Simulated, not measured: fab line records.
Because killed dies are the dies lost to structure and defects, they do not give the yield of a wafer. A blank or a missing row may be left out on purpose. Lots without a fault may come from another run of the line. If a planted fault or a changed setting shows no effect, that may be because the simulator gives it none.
fab line records / flow n5_finfet
record lots=4 wafers=12 last_day=19
route steps=1938 shown BEOL_M4@1099 BEOL_M5@1112 MIM_BOT@1833 PASSIVATION@1936
lots with no fault: from the same line, run without faults
start_h: hours from the record's first day to the start of the lot's first wafer shown / wait_h: hours from the lot's prior step to this one / " the same as in the row above / L1.1+2: a row that stands for several wafers / - value missing, or start not given / * or withheld: withheld / < > ~ a bound
route shown NAME@n: NAME is a module with steps in the file, n the number in the route of the first one / usual: average and standard deviation across the fault-free wafers / same: alike in all rows / chamber/n: place in a boat / sites: readings site by site / _std_site: their standard deviation / _edge_site: outer sites' mean less inner sites' / radius_mm: how far each site lies from the wafer's centre / mask NAME#n: copy n / behind: tool/chamber where the wafer was last shaped / hold: the reason the lot was held/the length of the hold in hours/how it ended / device: names the non-switching transistor (n, p or np) / end of line: tests run on the same wafers once the route is complete / where a step has no rows: the recipe by itself / killed: dies that structure and defects cost at the first sort, which is not the same as the wafer's yield / map: dies across one wafer; x = killed, . = not, _ = none there
set.NAME: the setting the step ran with; set.NAME@STEP: the setting that earlier step ran with / model.NAME: the simulator's own value behind a step, which no gauge read
certain route steps with their lots: each step a table, each wafer a row
services: from which hour (start_h, from the record's first day; less than 0 if before it) a tool's chamber was out of use, for how many hours, and why
## steps
# step N5_BEOL_M4_ANNEAL_95
# recipe temp_c=400 time_s=240 ambient=vacuum
# step N5_BEOL_M4_SPUTTER_96
# recipe material=Cu target_thk_a=45 temp_c=-20 chamber_pressure_pa=0.07 power_w=withheld time_s=8.29
# step N5_BEOL_M4_ECD_50
# recipe material=Cu target_thk_a=3000
# step N5_BEOL_M4_ANNEAL_51
# recipe temp_c=225 time_s=90 ambient=N2
# step N5_BEOL_M4_CMP_52
# recipe stop_on=SiOC t_overpolish_s=6.8 down_force_psi=1 platen_rpm=50 clearing_platen_down_force_psi=1.5 clearing_platen_rpm=50 post_cmp_clean=cu_alkaline target_thk_nm=40 clearing_platen_pad_velocity_m_s=0.99484 pad_velocity_m_s=0.99484
# step N5_BEOL_M4_PRE_CLEAN_60
# recipe gas=NH3/H2 time_s=15 temp_c=* rf_power_w=300
# step N5_BEOL_M4_CO_CAP_55
# recipe material=Co target_thk_a=20 temp_c=200 precursor=CCTBA/H2 pressure_torr=30 time_s=102.1
# step N5_BEOL_M4_PRE_CLEAN_56
# recipe gas=NH3 time_s=15 temp_c=withheld rf_power_w=300
# step N5_BEOL_M4_DEP_57
# recipe material=SiCN target_thk_a=80 temp_c=withheld precursor=3MS/NH3 pressure_torr=3 rf_w=202 time_s=14
# step N5_BEOL_M4_RC_MEAS_101
# usual DIBL_N=35.1/1.6 DIBL_P=34.9/1.8 IOFF_N=0.143/0.026 IOFF_P=0.21/0.037 ION_N=671/11 ION_P=463/7.8 SS_N=71.2/0.58 SS_P=73.0/0.54 VT_N=251/3 VT_P=-250/4.1
lot.wafer=L605.1 tool=prober-01 chamber=0 start_h=236.98 wait_h=0.0 DIBL_N[mV/V]=34.0 DIBL_P[mV/V]=32.9 IOFF_N[nA/um]=0.116 IOFF_P[nA/um]=0.15 ION_N[uA/um]=658 ION_P[uA/um]=451 SS_N[mV/dec]=71.4 SS_P[mV/dec]=72.6 VT_N[mV]=255 VT_P[mV]=-255
lot.wafer=L605.4 tool=prober-01 chamber=0 start_h=236.98 wait_h=0.0 DIBL_N[mV/V]=36.9 DIBL_P[mV/V]=36.6 IOFF_N[nA/um]=0.158 IOFF_P[nA/um]=0.17 ION_N[uA/um]=677 ION_P[uA/um]=456 SS_N[mV/dec]=71.6 SS_P[mV/dec]=73.3 VT_N[mV]=251 VT_P[mV]=-257
lot.wafer=L605.6 tool=prober-01 chamber=0 start_h=236.98 wait_h=0.0 DIBL_N[mV/V]=35.9 DIBL_P[mV/V]=34.9 IOFF_N[nA/um]=0.134 IOFF_P[nA/um]=0.17 ION_N[uA/um]=660 ION_P[uA/um]=452 SS_N[mV/dec]=71.6 SS_P[mV/dec]=73.3 VT_N[mV]=251 VT_P[mV]=-255
lot.wafer=L604.3 tool=prober-01 chamber=0 start_h=241.31 wait_h=0.3 DIBL_N[mV/V]=33.0 DIBL_P[mV/V]=33.6 IOFF_N[nA/um]=0.117 IOFF_P[nA/um]=0.19 ION_N[uA/um]=669 ION_P[uA/um]=462 SS_N[mV/dec]=70.5 SS_P[mV/dec]=72.8 VT_N[mV]=251 VT_P[mV]=-250
lot.wafer=L604.4 tool=prober-01 chamber=0 start_h=241.31 wait_h=0.3 DIBL_N[mV/V]=33.4 DIBL_P[mV/V]=33.3 IOFF_N[nA/um]=0.120 IOFF_P[nA/um]=0.18 ION_N[uA/um]=675 ION_P[uA/um]=469 SS_N[mV/dec]=71.3 SS_P[mV/dec]=72.7 VT_N[mV]=255 VT_P[mV]=-251
lot.wafer=L604.5 tool=prober-01 chamber=0 start_h=241.31 wait_h=0.3 DIBL_N[mV/V]=35.6 DIBL_P[mV/V]=37.2 IOFF_N[nA/um]=0.155 IOFF_P[nA/um]=0.23 ION_N[uA/um]=681 ION_P[uA/um]=468 SS_N[mV/dec]=72.3 SS_P[mV/dec]=73.7 VT_N[mV]=253 VT_P[mV]=-249
lot.wafer=L617.3 tool=prober-01 chamber=0 start_h=318.04 wait_h=0.3 DIBL_N[mV/V]=37.0 DIBL_P[mV/V]=37.2 IOFF_N[nA/um]=0.151 IOFF_P[nA/um]=0.23 ION_N[uA/um]=654 ION_P[uA/um]=459 SS_N[mV/dec]=72.1 SS_P[mV/dec]=73.3 VT_N[mV]=251 VT_P[mV]=-246
lot.wafer=L617.5 tool=prober-01 chamber=0 start_h=318.04 wait_h=0.3 DIBL_N[mV/V]=36.2 DIBL_P[mV/V]=35.3 IOFF_N[nA/um]=0.142 IOFF_P[nA/um]=0.21 ION_N[uA/um]=663 ION_P[uA/um]=463 SS_N[mV/dec]=71.6 SS_P[mV/dec]=72.9 VT_N[mV]=251 VT_P[mV]=-250
lot.wafer=L617.6 tool=prober-01 chamber=0 start_h=318.04 wait_h=0.3 DIBL_N[mV/V]=32.8 DIBL_P[mV/V]=32.6 IOFF_N[nA/um]=0.102 IOFF_P[nA/um]=0.17 ION_N[uA/um]=661 ION_P[uA/um]=468 SS_N[mV/dec]=70.6 SS_P[mV/dec]=72.5 VT_N[mV]=256 VT_P[mV]=-249
lot.wafer=L620.1 tool=prober-01 chamber=0 start_h=339.61 wait_h=0.6 DIBL_N[mV/V]=34.2 DIBL_P[mV/V]=32.7 IOFF_N[nA/um]=0.114 IOFF_P[nA/um]=0.20 ION_N[uA/um]=657 ION_P[uA/um]=468 SS_N[mV/dec]=70.9 SS_P[mV/dec]=72.2 VT_N[mV]=254 VT_P[mV]=-250
lot.wafer=L620.2 tool=prober-01 chamber=0 start_h=339.61 wait_h=0.6 DIBL_N[mV/V]=36.7 DIBL_P[mV/V]=33.9 IOFF_N[nA/um]=0.153 IOFF_P[nA/um]=0.22 ION_N[uA/um]=662 ION_P[uA/um]=460 SS_N[mV/dec]=72.7 SS_P[mV/dec]=72.5 VT_N[mV]=253 VT_P[mV]=-246
lot.wafer=L620.4 tool=prober-01 chamber=0 start_h=339.61 wait_h=0.6 DIBL_N[mV/V]=36.3 DIBL_P[mV/V]=35.8 IOFF_N[nA/um]=0.155 IOFF_P[nA/um]=0.26 ION_N[uA/um]=670 ION_P[uA/um]=474 SS_N[mV/dec]=71.6 SS_P[mV/dec]=73.3 VT_N[mV]=251 VT_P[mV]=-245
# step N5_BEOL_M5_ILD_DEP_00
# recipe material=SiCOH_lowk target_thk_a=1406.4 temp_c=300 precursor=DEMS/porogen pressure_torr=5 rf_w=500 time_s=25.9
# step N5_BEOL_M5_CURE_79
# recipe temp_c=385 time_s=240 ambient=He/Ar material=SiCOH_lowk
# step N5_BEOL_M5_PECVD_70
# recipe material=SiO2 target_thk_a=160 temp_c=400 precursor=TEOS/O2 pressure_torr=5.5 rf_w=450 teos_flow_sccm=53.8 gas=O2 flow_sccm=3000 time_s=18
# step N5_BEOL_M5_HM_DEP_02
# recipe material=TiN target_thk_a=200 temp_c=25 chamber_pressure_pa=0.49996
# step N5_BEOL_M5_COAT_59
# recipe resist=SOC temp_c=250 time_s=60 spin_rpm=1500 resist_thk_nm=60
# step N5_BEOL_M5_COAT_60
# recipe resist=SiARC temp_c=220 time_s=60 spin_rpm=1500 resist_thk_nm=12
# step N5_BEOL_M5_COAT_71
# recipe resist=underlayer temp_c=205 time_s=60 spin_rpm=1500 resist_thk_nm=5
# step N5_BEOL_M5_COAT_05
# recipe resist=CAR-EUV spin_rpm=1500 resist_thk_nm=30
# step N5_BEOL_M5_EBR_07
# recipe solvent=PGMEA ebr_width_mm=1.5
# step N5_BEOL_M5_SOFTBAKE_06
# recipe temp_c=110 time_s=60 resist=CAR-EUV
# step N5_BEOL_M5_EXPOSE_08
# recipe mask_id=M5 na=0.33 source_shape=annular sigma_inner=0.4 sigma_outer=0.8 polarization=unpolarized target_cd_nm=28 dose_mj=35.75
# step N5_BEOL_M5_PEB_09
# recipe peb_temp_c=100 peb_time_s=60 resist=CAR-EUV
# step N5_BEOL_M5_DEVELOP_10
# recipe develop_time_s=30 developer=TMAH resist=CAR-EUV rinse_liquid=surfactant_rinse dry=air_spin dev_temp_c=23
# step N5_BEOL_M5_DESCUM_16
# recipe chemistry=O2 time_s=7 source_power_w=50 bias_power_w=20 pressure_mtorr=20 rf_frequency_hz=2.712e+07 temp_c=40 resist=CAR-EUV o2_flow_sccm=225
# step N5_BEOL_M5_ETCH_72
# recipe chemistry=N2/H2 target=underlayer target_depth_a=65 mask_material=CAR-EUV time_s=5.2 ion_energy_ev=200 pressure_mtorr=30 source_w=840 bias_w=150 n2_flow_sccm=200 h2_flow_sccm=200 ends=cleared
# step N5_BEOL_M5_ETCH_61
# recipe chemistry=CF4 target=SiARC target_depth_a=156 mask_material=CAR-EUV time_s=26 ion_energy_ev=80 pressure_mtorr=40 source_w=545 bias_w=36 Ar_flow_sccm=100 cf4_flow_sccm=100 ends=cleared
# step N5_BEOL_M5_ETCH_62
# recipe chemistry=N2/H2 target=SOC target_depth_a=750 overetch_a=150 mask_material=SiARC temp_c=40 time_s=112.5 ion_energy_ev=200 pressure_mtorr=30 source_w=840 bias_w=150 n2_flow_sccm=200 h2_flow_sccm=200
# step N5_BEOL_M5_STRIP_63
# recipe chemistry=N2/H2 temp_c=40 n2_flow_sccm=200 h2_flow_sccm=200 rf_frequency_hz=6e+07
# step N5_BEOL_M5_STRIP_73
# recipe chemistry=N2/H2 temp_c=40 n2_flow_sccm=200 h2_flow_sccm=200 rf_frequency_hz=6e+07
# step N5_BEOL_M5_STRIP_64
# recipe chemistry=CF4 resist=SiARC power_w=300 bias_power_w=75 pressure_mtorr=50 cf4_flow_sccm=150 rf_frequency_hz=6e+07
# step N5_BEOL_M5_HM_OPEN_17
# recipe chemistry=Cl2/BCl3 target_depth_a=200 overetch_a=60 target=TiN mask_material=SOC ion_energy_ev=150 pressure_mtorr=10 icp_w=1000 bias_w=126 Cl2_flow_sccm=53.25 bcl3_flow_sccm=21.75 Ar_flow_sccm=25
# step N5_BEOL_M5_STRIP_19
# recipe chemistry=O2 power_w=400 temp_c=40 pressure_mtorr=30 rf_frequency_hz=6e+07 bias_power_w=0 overash_fraction=0.2 o2_flow_sccm=225
# step N5_BEOL_M5_COAT_65
# recipe resist=SOC temp_c=250 time_s=60 spin_rpm=1500 resist_thk_nm=60
# step N5_BEOL_M5_COAT_66
# recipe resist=SiARC temp_c=220 time_s=60 spin_rpm=1500 resist_thk_nm=12
# step N5_MIM_BOT_SPUTTER_00
# recipe material=TiN target_thk_a=350 temp_c=200 power_w=3000 chamber_pressure_pa=0.49996 gas=Ar reactive_partial_pa=0.37997 time_s=89.7
# usual cathode_dc_power_W=3000.0/0.56 chamber_pressure_pa=0.5000/0.001 susceptor_temp_C=200.02/0.17 throttle_valve_pct=30.8/1
lot.wafer=L605.1 tool=pvd_sputter-03 chamber=- start_h=333.50 wait_h=0.0 cathode_dc_power_W=- chamber_pressure_pa=- susceptor_temp_C=- throttle_valve_pct=-
lot.wafer=L605.4 tool=pvd_sputter-03 chamber=- start_h=333.50 wait_h=0.0 cathode_dc_power_W=- chamber_pressure_pa=- susceptor_temp_C=- throttle_valve_pct=-
lot.wafer=L605.6 tool=pvd_sputter-03 chamber=- start_h=333.50 wait_h=0.0 cathode_dc_power_W=- chamber_pressure_pa=- susceptor_temp_C=- throttle_valve_pct=-
lot.wafer=L604.3 tool=pvd_sputter-03 chamber=- start_h=339.96 wait_h=0.0 cathode_dc_power_W=- chamber_pressure_pa=- susceptor_temp_C=- throttle_valve_pct=-
lot.wafer=L604.4 tool=pvd_sputter-03 chamber=- start_h=339.96 wait_h=0.0 cathode_dc_power_W=- chamber_pressure_pa=- susceptor_temp_C=- throttle_valve_pct=-
lot.wafer=L604.5 tool=pvd_sputter-03 chamber=- start_h=339.96 wait_h=0.0 cathode_dc_power_W=- chamber_pressure_pa=- susceptor_temp_C=- throttle_valve_pct=-
lot.wafer=L617.3 tool=pvd_sputter-01 chamber=- start_h=410.18 wait_h=0.0 cathode_dc_power_W=3000.1 chamber_pressure_pa=0.5010 susceptor_temp_C=200.01 throttle_valve_pct=30.9
lot.wafer=L617.5 tool=pvd_sputter-01 chamber=- start_h=410.18 wait_h=0.0 cathode_dc_power_W=2999.2 chamber_pressure_pa=0.5002 susceptor_temp_C=200.21 throttle_valve_pct=32.1
lot.wafer=L617.6 tool=pvd_sputter-01 chamber=- start_h=410.18 wait_h=0.0 cathode_dc_power_W=2999.7 chamber_pressure_pa=0.5003 susceptor_temp_C=200.20 throttle_valve_pct=29.4
lot.wafer=L620.1 tool=pvd_sputter-03 chamber=- start_h=444.72 wait_h=0.0 cathode_dc_power_W=2999.1 chamber_pressure_pa=0.5007 susceptor_temp_C=199.81 throttle_valve_pct=30.8
lot.wafer=L620.2 tool=pvd_sputter-03 chamber=- start_h=444.72 wait_h=0.0 cathode_dc_power_W=2999.9 chamber_pressure_pa=0.5008 susceptor_temp_C=199.94 throttle_valve_pct=30.2
lot.wafer=L620.4 tool=pvd_sputter-03 chamber=- start_h=444.72 wait_h=0.0 cathode_dc_power_W=2999.8 chamber_pressure_pa=0.5009 susceptor_temp_C=199.89 throttle_valve_pct=31.4
# step N5_PASSIVATION_PROBE_49
# usual defect_limited_yield=91.1/1.4 killed_at_M0_to_M3=36/11 killed_at_M4_up=14/5.2 killed_at_contacts=12/6.1 killed_at_front_end=40/12 killed_at_other=3.2/2.5 killed_dies=105/16 killed_on_rim=14/4.4 killed_open=68/12 killed_short=35/8.7 sort_bin_5_function=5.2/0.89 sort_bin_6_memory=3.3/0.66 sort_n_pass=1074/16 sort_yield_pct=91.1/1.4
# same gross_dies=1180 killed_at_back_side=0 sort_bin_4_leakage[%]=0 sort_bin_8_speed[%]=0
lot.wafer=L605.1 tool=prober-02 chamber=- start_h=349.16 wait_h=0.0 defect_limited_yield[%]=55.9 killed_at_M0_to_M3=37 killed_at_M4_up=17 killed_at_contacts=4 killed_at_front_end=40 killed_at_other=422 killed_dies=520 killed_on_rim=26 killed_open=63 killed_short=31 sort_bin_5_function[%]=40.2 sort_bin_6_memory[%]=3.5 sort_n_pass=660 sort_yield_pct[%]=55.9
lot.wafer=L605.4 tool=prober-02 chamber=- start_h=349.31 wait_h=0.2 defect_limited_yield[%]=54.7 killed_at_M0_to_M3=41 killed_at_M4_up=14 killed_at_contacts=6 killed_at_front_end=41 killed_at_other=432 killed_dies=534 killed_on_rim=128 killed_open=68 killed_short=25 sort_bin_5_function[%]=41.6 sort_bin_6_memory[%]=2.8 sort_n_pass=646 sort_yield_pct[%]=54.7
lot.wafer=L605.6 tool=prober-02 chamber=- start_h=349.41 wait_h=0.3 defect_limited_yield[%]=54.2 killed_at_M0_to_M3=45 killed_at_M4_up=17 killed_at_contacts=8 killed_at_front_end=25 killed_at_other=445 killed_dies=540 killed_on_rim=131 killed_open=69 killed_short=31 sort_bin_5_function[%]=42.2 sort_bin_6_memory[%]=3.2 sort_n_pass=640 sort_yield_pct[%]=54.2
lot.wafer=L604.3 tool=prober-02 chamber=- start_h=352.82 wait_h=0.1 defect_limited_yield[%]=55.8 killed_at_M0_to_M3=32 killed_at_M4_up=11 killed_at_contacts=15 killed_at_front_end=33 killed_at_other=431 killed_dies=522 killed_on_rim=131 killed_open=66 killed_short=30 sort_bin_5_function[%]=41.3 sort_bin_6_memory[%]=2.7 sort_n_pass=658 sort_yield_pct[%]=55.8
lot.wafer=L604.4 tool=prober-02 chamber=- start_h=352.87 wait_h=0.2 defect_limited_yield[%]=53.6 killed_at_M0_to_M3=38 killed_at_M4_up=11 killed_at_contacts=9 killed_at_front_end=53 killed_at_other=436 killed_dies=547 killed_on_rim=22 killed_open=84 killed_short=30 sort_bin_5_function[%]=42.0 sort_bin_6_memory[%]=3.6 sort_n_pass=633 sort_yield_pct[%]=53.6
lot.wafer=L604.5 tool=prober-02 chamber=- start_h=352.92 wait_h=0.2 defect_limited_yield[%]=58.1 killed_at_M0_to_M3=38 killed_at_M4_up=8 killed_at_contacts=15 killed_at_front_end=26 killed_at_other=408 killed_dies=495 killed_on_rim=131 killed_open=68 killed_short=19 sort_bin_5_function[%]=39.2 sort_bin_6_memory[%]=2.7 sort_n_pass=685 sort_yield_pct[%]=58.1
lot.wafer=L617.3 tool=prober-01 chamber=- start_h=420.86 wait_h=0.1 defect_limited_yield[%]=91.5 killed_at_M0_to_M3=35 killed_at_M4_up=12 killed_at_contacts=13 killed_at_front_end=37 killed_at_other=3 killed_dies=100 killed_on_rim=16 killed_open=66 killed_short=30 sort_bin_5_function[%]=4.3 sort_bin_6_memory[%]=3.9 sort_n_pass=1080 sort_yield_pct[%]=91.5
lot.wafer=L617.5 tool=prober-01 chamber=- start_h=420.96 wait_h=0.2 defect_limited_yield[%]=91.2 killed_at_M0_to_M3=28 killed_at_M4_up=14 killed_at_contacts=21 killed_at_front_end=34 killed_at_other=7 killed_dies=104 killed_on_rim=13 killed_open=65 killed_short=36 sort_bin_5_function[%]=5.9 sort_bin_6_memory[%]=2.5 sort_n_pass=1076 sort_yield_pct[%]=91.2
lot.wafer=L617.6 tool=prober-01 chamber=- start_h=421.01 wait_h=0.3 defect_limited_yield[%]=90.3 killed_at_M0_to_M3=54 killed_at_M4_up=16 killed_at_contacts=15 killed_at_front_end=26 killed_at_other=4 killed_dies=115 killed_on_rim=16 killed_open=60 killed_short=45 sort_bin_5_function[%]=5.7 sort_bin_6_memory[%]=3.3 sort_n_pass=1065 sort_yield_pct[%]=90.3
lot.wafer=L620.1 tool=prober-02 chamber=- start_h=458.35 wait_h=0.0 defect_limited_yield[%]=89.7 killed_at_M0_to_M3=44 killed_at_M4_up=19 killed_at_contacts=8 killed_at_front_end=46 killed_at_other=4 killed_dies=121 killed_on_rim=11 killed_open=87 killed_short=32 sort_bin_5_function[%]=5.7 sort_bin_6_memory[%]=4.2 sort_n_pass=1059 sort_yield_pct[%]=89.7
lot.wafer=L620.2 tool=prober-02 chamber=- start_h=458.40 wait_h=0.1 defect_limited_yield[%]=93.0 killed_at_M0_to_M3=49 killed_at_M4_up=9 killed_at_contacts=7 killed_at_front_end=18 killed_at_other=0 killed_dies=83 killed_on_rim=18 killed_open=54 killed_short=26 sort_bin_5_function[%]=4.0 sort_bin_6_memory[%]=3.0 sort_n_pass=1097 sort_yield_pct[%]=93.0
lot.wafer=L620.4 tool=prober-02 chamber=- start_h=458.50 wait_h=0.2 defect_limited_yield[%]=91.6 killed_at_M0_to_M3=44 killed_at_M4_up=13 killed_at_contacts=19 killed_at_front_end=22 killed_at_other=1 killed_dies=99 killed_on_rim=13 killed_open=69 killed_short=28 sort_bin_5_function[%]=4.7 sort_bin_6_memory[%]=3.6 sort_n_pass=1081 sort_yield_pct[%]=91.6
# killed by level:class
L605.1 MIM_BOT:area_sputter=422 FIN_SAQP:geometric_particle:open=12 BEOL_M0_SAQP:geometric_particle:short=9 BEOL_M0_SAQP:geometric_particle:open=7 STI_FIN_REVEAL:geometric_particle:open=6 BEOL_M2:geometric_particle:open=6 BEOL_M4:geometric_particle:open=6 STARTING-WAFER:geometric_particle:short=5
L605.4 MIM_BOT:area_sputter=432 BEOL_M2:geometric_particle:open=13 FIN_SAQP:geometric_particle:short=9 STI_FIN_REVEAL:geometric_particle:open=9 BEOL_M0_SAQP:geometric_particle:open=8 BEOL_M4:geometric_particle:open=7 FIN_SAQP:geometric_particle:open=6 DUMMY_GATE:geometric_particle:open=6
L605.6 MIM_BOT:area_sputter=438 BEOL_M4:geometric_particle:open=15 BEOL_M0_SAQP:geometric_particle:short=14 BEOL_M0_SAQP:geometric_particle:open=11 BEOL_M2:geometric_particle:open=6 FIN_SAQP:geometric_particle:open=5 DUMMY_GATE:geometric_particle:open=5 BEOL_M1:geometric_particle:open=5
L604.3 MIM_BOT:area_sputter=425 MOL_CONTACT_COAG:geometric_particle:open=12 STI_FIN_REVEAL:geometric_particle:open=9 BEOL_M0_SAQP:geometric_particle:open=6 BEOL_M2:geometric_particle:open=6 STI_FIN_REVEAL:geometric_particle:short=5 BEOL_M0:geometric_particle:open=5 BEOL_M3:geometric_particle:short=5
L604.4 MIM_BOT:area_sputter=432 STI_FIN_REVEAL:geometric_particle:open=24 BEOL_M2:geometric_particle:open=10 MOL_CONTACT_COAG:geometric_particle:open=9 FIN_SAQP:geometric_particle:open=8 FIN_SAQP:geometric_particle:short=7 STI_FIN_REVEAL:geometric_particle:short=6 BEOL_M0_SAQP:geometric_particle:short=6
L604.5 MIM_BOT:area_sputter=406 MOL_CONTACT_COAG:geometric_particle:open=14 STI_FIN_REVEAL:geometric_particle:open=12 BEOL_M1:geometric_particle:open=10 BEOL_M2:geometric_particle:open=8 BEOL_M0_SAQP:geometric_particle:short=7 BEOL_M0_SAQP:geometric_particle:open=6 DUMMY_GATE:geometric_particle:open=5
L617.3 MOL_CONTACT_COAG:geometric_particle:open=11 STI_FIN_REVEAL:geometric_particle:open=8 BEOL_M2:geometric_particle:open=8 GATE_CUT:geometric_particle:short=7 BEOL_M3:geometric_particle:open=7 BEOL_M0_SAQP:geometric_particle:open=6 GATE_CUT:geometric_particle:open=5 BEOL_M4:geometric_particle:open=4
L617.5 MOL_CONTACT_COAG:geometric_particle:open=14 BEOL_M0_SAQP:geometric_particle:open=7 BEOL_M2:geometric_particle:open=7 MOL_CONTACT_COAG:geometric_particle:short=6 GATE_CUT:geometric_particle:short=5 BEOL_M1:geometric_particle:open=5 BEOL_M4:geometric_particle:open=5 FIN_SAQP:geometric_particle:open=4
L617.6 BEOL_M0_SAQP:geometric_particle:short=13 MOL_CONTACT_COAG:geometric_particle:open=12 BEOL_M0_SAQP:geometric_particle:open=10 BEOL_M2:geometric_particle:open=9 BEOL_M3:geometric_particle:short=8 BEOL_M4:geometric_particle:open=7 FIN_SAQP:geometric_particle:short=6 BEOL_M3:geometric_particle:open=6
L620.1 STI_FIN_REVEAL:geometric_particle:open=15 BEOL_M2:geometric_particle:open=14 FIN_SAQP:geometric_particle:open=8 MOL_CONTACT_COAG:geometric_particle:open=8 BEOL_M0_SAQP:geometric_particle:open=6 BEOL_M1:geometric_particle:open=5 STARTING-WAFER:geometric_particle:open=5 BEOL_M0_SAQP:geometric_particle:short=4
L620.2 BEOL_M2:geometric_particle:open=15 BEOL_M0_SAQP:geometric_particle:open=8 BEOL_M0_SAQP:geometric_particle:short=8 MOL_CONTACT_COAG:geometric_particle:open=7 BEOL_M1:geometric_particle:open=5 GATE_CUT:geometric_particle:open=4 BEOL_M0:geometric_particle:short=4 STI_FIN_REVEAL:geometric_particle:open=3
L620.4 BEOL_M2:geometric_particle:open=17 MOL_CONTACT_COAG:geometric_particle:open=15 BEOL_M0_SAQP:geometric_particle:short=7 BEOL_M0:geometric_particle:short=6 BEOL_M5:geometric_particle:open=6 STI_FIN_REVEAL:geometric_particle:open=5 MOL_CONTACT_COAG:geometric_particle:short=4 BEOL_M0_SAQP:geometric_particle:open=4
# map L604.4 (x killed, . not)
_________________.....x......________________
______________.........x.x......_____________
___________.x.............xx.......__________
__________.x...x.x..x.x....xxx..x..._________
________.........x.x....x.x..x.x.x...._______
_______...x.x....x.....x.x.xx..x.x..x..______
______....x......x..x..xxxxxx.x........x_____
_____..............xxx.x..xxxxxx.xx..x...____
____...x...xx....xx..xxxx..x.xxx.x..x.xxxx___
___.........x....xx.x.x.xxxxxx.x.x.xxxx.x..__
___...........x..xxx.xx.xx.xxxxxxx......x..__
__.......xxx.xx.xxxxxxxxx.x.xxxxxxx.xx.xx..._
__............xxxxxxxx.x.xxxx.xxxx...xxxx.x._
_.x..........xxxxx..x.x.x.xxxxxx.x.xx.xx.x...
_.x.....x.xx.xx..xxxxxxxxxxxxxx.xx.xxxxx..x.x
_..x.....x.xxxxxx.xxxxxxxxxxxxx.xxxx..xx..x..
_.x........xx..xxxxxxxxxxxxx.xxxx.x.xx.x..x..
_......x.x..x.xxx..xxxx.xxxxxxxxxxxxxxxxxxx.x
_..........xx.xxx.xxxxxx..xxxxx.x.xxxxxxxx...
_...x..x...x.x..x.xx.xxxxx.xxxxxxxxxx.xxxxx.x
_..x.x..x..xx.x.xx...xxxxxxx.xxxxxxxxxxx.x...
__..x.....x.xxxxxxxxx.xxxxxxxx.xx..x.xx....._
__......x...x...xx.xxxxxxx..x.xxxxx.xxxx..x._
___..........x..xx.x.xxxxx.x.xxxxxx.xxxx.xx__
___...........x..x.xx.x.x...xx.xxx.x..xx...__
____..xxx...xx..xx..x..x.x..xxxxxxx.xxxx..___
_____.........x.x..x.xxxxx.xx...xxxx.xx..____
______......x..x..xx..xxxxx..xxx...xx.x._____
_______........x......xxx..xx....x..xx.______
________.........xx..xxxxx.x....xxxxxx_______
__________......xxxx..xx.x..x.xx...._________
___________.x.x...xx..x..x...x...xx__________
______________.................._____________
_________________........x...________________
# map L605.6 (x killed, . not)
_________________xx.xx.xxxxxx________________
______________xxxxxxx..x.xxx..xx_____________
___________xxxx..xx.xxx.xxxxxxxxx.x__________
__________xxx.xxxxx..x..xxxx..x...xx_________
________xx..x.x.x.xx.xxxx...xxx.xxxxx._______
_______.x.xxx..x..x...........xx...x.xx______
______xxxx.x.x.x...x............xx.xxx.x_____
_____xxx.xx...x.x...x...xxx..xx.xxxxxxxxx____
____x.xxx.xx.x.xxx.......xx....xx.x....xx.___
___.xxxx...x..xx...............x.x.....x.x.__
___x.xxxxx...x.x...x...................xxxx__
__x.xxxxx.xx..x..............x......xx.xxxxx_
__xx...xx...............x..x.....xx..xx.x.xx_
_xxxxxxx..x.xxx....................x....xxxxx
_x.x.x.x.x..x..x.......xx.......x.....x.x..xx
_xxx.x..xx........x..............x....x.x..xx
_xxxxxx..xxx...x.x.x......x.......x...x.xxx.x
_xxxxx..xxx..x....xx..........x.....x....xxxx
_xxxx..x.x..x...x.........x..............xxx.
_xxxxx.x.........x...x.............xx..x.xxxx
_xx.x.xxxx......x.....x..........x.x.xx..xxxx
__xxxx....x..x.........................xxxxx_
__xxxx..x.x.x......x...........x...xx.x..xxx_
___xxxxxx.x..x.x...x...x...........x..xxxxx__
___xxxxx.x.x......x......x.......xxxxxxxxxx__
____x.xxxxx.x....x.x...x..x......xx...xxxx___
_____xxxx.xxx.xx.x.x.x.x..xx....xx..xxxxx____
______.xxxxx..xx....x..xxx..xx...xxxxxxx_____
_______xxxxx.xxxx....xx...xx.xxx..xxxxx______
________xxx.x.x.xx.x.x.x....xxx.xxxxxx_______
__________xx.x.xxxxxx.xx.x.x.x.xxxxx_________
___________.xxxxxxx.xx.x..xx.xxxxxx__________
______________xx.xxxx.xx.x.xxx.x_____________
_________________xxxxxxx.xxxx________________
## services
tool=pvd_sputter-03 chamber=- start_h=440.43 hours=2.1 kind=repair
## key
first_sign step=N5_MIM_BOT_SPUTTER_00 reading=tool_record direction=missing
effect step=N5_PASSIVATION_PROBE_49 reading=killed_at_other direction=up sigmas=99+ usual=3.2 struck=429
more_kills_born_at N5_MIM_BOT_SPUTTER_00@pvd_sputter-03=2555
met_at N5_MIM_BOT_SPUTTER_00
struck_wafers L604.3,L604.4,L604.5,L605.1,L605.4,L605.6
fault kind=skipped_step_whole tool=pvd_sputter-03 chamber=- onset_h=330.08 steps=N5_MIM_BOT_SPUTTER_00 scope=struck_lots_only
